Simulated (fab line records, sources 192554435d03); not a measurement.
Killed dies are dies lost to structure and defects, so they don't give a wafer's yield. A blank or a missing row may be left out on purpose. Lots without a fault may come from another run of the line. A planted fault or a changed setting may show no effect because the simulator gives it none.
Split-lot experiment | flow n5_finfet | 7 lots, 21 wafers read, on a route of 1938 steps

THE SPLIT
At N5_BEOL_M0_SAQP_ALD_48 (deposits SiO2, target thk 20 nm, pulse time 1 s, co reactant pulse time 1 s), the setting ald_cycles was moved away from the recipe's 139 on 6 of the 21 wafers read, by -8.6% to +5.8%. The other wafers ran this setting at the recipe's value.

The reading is taken at the split's own step.

THE READING
SiO2_of_BEOL_M0_SAQP_ALD_48.thk_nm (the simulator's own value, which no gauge read), in nm, at N5_BEOL_M0_SAQP_ALD_48 (deposits SiO2, target thk 20 nm, pulse time 1 s, co reactant pulse time 1 s). The file gives no usual value for it. The 15 wafers here that ran the recipe average 20.0 nm, standard deviation 0.1 nm.

wafer  | tool, chamber at the split | ald_cycles as run | against the recipe | SiO2_of_BEOL_M0_SAQP_ALD_48.thk_nm, nm | against lot-mates on the recipe
L078.1 | ald_sin-02, 1              | 139               | recipe             | 20.2                                   | -
L078.2 | ald_sin-02, 3              | 139               | recipe             | 20                                     | -
L078.4 | ald_sin-02, 1              | 132               | -5.0%              | 19.2                                   | -0.9
L082.1 | ald_sin-02, 0              | 147               | +5.8%              | 21                                     | +1.0
L082.2 | ald_sin-02, 1              | 139               | recipe             | 20                                     | -
L082.5 | ald_sin-02, 1              | 147               | +5.8%              | 21.2                                   | +1.2
L084.2 | ald_sin-01, 0              | 127               | -8.6%              | 18.2                                   | -1.8
L084.3 | ald_sin-01, 1              | 127               | -8.6%              | 18.4                                   | -1.6
L084.6 | ald_sin-01, 1              | 139               | recipe             | 20                                     | -
L089.2 | ald_sin-03, 3,0            | 139               | recipe             | 19.8                                   | -
L089.6 | ald_sin-03, 3,0            | 139               | recipe             | 19.8                                   | -
L089.4 | ald_sin-03, 3              | 147               | +5.8%              | 20.8                                   | +1.0
L091.3 | ald_sin-03, 0,0,3          | 139               | recipe             | 20                                     | -
L091.5 | ald_sin-03, 0,0,3          | 139               | recipe             | 20                                     | -
L091.6 | ald_sin-03, 0,0,3          | 139               | recipe             | 20                                     | -
L094.1 | ald_sin-02, 2,0,3          | 139               | recipe             | 20                                     | -
L094.4 | ald_sin-02, 2,0,3          | 139               | recipe             | 20                                     | -
L094.5 | ald_sin-02, 2,0,3          | 139               | recipe             | 20                                     | -
L095.3 | ald_sin-01, 1,2            | 139               | recipe             | 20                                     | -
L095.5 | ald_sin-01, 1,2            | 139               | recipe             | 20                                     | -
L095.4 | ald_sin-01, 0              | 139               | recipe             | 20.2                                   | -
Where a row lists several chambers, the file gives one row for several wafers and doesn't say which wafer went through which chamber.

THE FIT
A straight line over all 21 wafers: SiO2_of_BEOL_M0_SAQP_ALD_48.thk_nm changes by +0.185 nm for each +1% of ald_cycles; r = +0.98; the points scatter about the line by 0.13 nm.
The same after taking each lot's own level away (the mean of its wafers on the recipe; 21 wafers): +0.191 nm for each +1%; r = +0.99; scatter 0.074 nm.
On that fit, the largest move of ald_cycles shifts the reading by 1.6 nm.
The lots' own levels span 19.80 to 20.10 nm, that is 2.9 times the standard deviation above.
So the lot-to-lot level changes the slope little: the two slopes agree.
Check: with one of the wafers moved furthest among these (-8.6%) left out of the fit, the line predicts -1.59 nm for it against its lot-mates. It came out at -1.8 nm against them.

OTHER SPLITS ON THESE WAFERS
These wafers also went through other splits before the reading. Each is held against what the fit with the lots' levels taken away leaves over:
other split on the same wafers    | wafers away from the commonest value | r with SiO2_of_BEOL_M0_SAQP_ALD_48.thk_nm (lot level and that fit taken away)
N5_BEOL_M0_SAQP_EXPOSE_37 dose_mj | 6                                    | +0.15

THE FILE'S OWN FIT
SiO2_of_BEOL_M0_SAQP_ALD_48.thk_nm changes by +0.188 nm for each +1% of ald_cycles, r = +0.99.
